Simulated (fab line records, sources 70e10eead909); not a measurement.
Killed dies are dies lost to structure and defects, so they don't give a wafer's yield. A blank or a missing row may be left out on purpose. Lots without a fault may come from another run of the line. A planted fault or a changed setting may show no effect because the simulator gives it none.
Which tool did it? | flow nand_harc | 6 lots, 18 wafers sampled, at 5 steps of a route of 1302

WHAT THE GAUGES READ, wafer by wafer
NHARC_END_SORT_01.
lot  | measured     | on        | killed_at_array
L497 | day 32 18:06 | prober-01 | 677 675 674

WHICH TOOL RAN EACH LOT (tool, then ch and the chambers of the sampled wafers, then the start)
lot  | NHARC_A_CHANNEL_HOLE_D1_ETCH_26  | NHARC_A_CHANNEL_HOLE_D1_ETCH_33  | NHARC_A_CHANNEL_FILL_D1_ALD_02   | NHARC_A_CHANNEL_FILL_D1_ALD_03
L483 | har_etch-01 ch 0,1, day 10 02:34 | har_etch-01 ch 0,1, day 10 02:46 | ald_hk-01 ch 0,2, day 10 04:47   | ald_sin_batch-02 ch 0, no start
L485 | har_etch-02 ch 1, day 11 14:32   | har_etch-02 ch 1, day 11 14:56   | ald_hk-02 ch 0,1,2, day 11 17:18 | ald_sin_batch-03 ch 0, no start
L488 | har_etch-01 ch 0,1, day 12 20:32 | har_etch-01 ch 0,1, day 12 20:44 | ald_hk-01 ch 0,1,3, day 13 03:19 | ald_sin_batch-02 ch 0, no start
L497 | har_etch-01 ch 0, day 16 11:40   | har_etch-01 ch 0, day 16 11:51   | ald_hk-01 ch 1,2,3, day 16 14:25 | ald_sin_batch-03 ch 0, day 32 18:06 or earlier
L500 | har_etch-01 ch 0,1, day 17 21:23 | har_etch-01 ch 0,1, day 17 21:35 | ald_hk-02 ch 0,2,3, day 17 23:32 | ald_sin_batch-02 ch 0, no start
L502 | har_etch-01 ch 0,1, day 18 01:38 | har_etch-01 ch 0,1, day 18 01:50 | ald_hk-03 ch 0,2,3, day 18 03:52 | ald_sin_batch-02 ch 0, no start
- NHARC_A_CHANNEL_HOLE_D1_ETCH_26: etches the open film in C4F8/O2/Ar, time 224.1 s, target depth 300 nm.
- NHARC_A_CHANNEL_HOLE_D1_ETCH_33: etches the open film in C4F8/O2/Ar, time 90 s, target depth 400 nm.
- NHARC_A_CHANNEL_FILL_D1_ALD_02: deposits SiO2, target thk 6 nm, pulse time 10 s, ald cycles 60.
- NHARC_A_CHANNEL_FILL_D1_ALD_03: deposits SiNx, target thk 6 nm, pulse time 60 s, ald cycles 58.

THE ANSWER, worked out from the rows above alone
Rule: what is usual is taken from the lots themselves. Put in order of their means at a reading, lots are off if they are a third of the lots or fewer, leave a main group of 4 or more, and stand apart from it by a gap of 3 or more times the standard deviation of the main group's means; of several such gaps the widest counts. A main group whose means are all the same, to the digits that the tables above print for the reading, isn't used. A lot without any number at a reading at which 4 lots or more have one is off too. The other lots that the step has rows for count as sound.
No lot is off at any reading shown: from this, nothing can be told.

WHAT THE SIMULATOR HAD PUT IN
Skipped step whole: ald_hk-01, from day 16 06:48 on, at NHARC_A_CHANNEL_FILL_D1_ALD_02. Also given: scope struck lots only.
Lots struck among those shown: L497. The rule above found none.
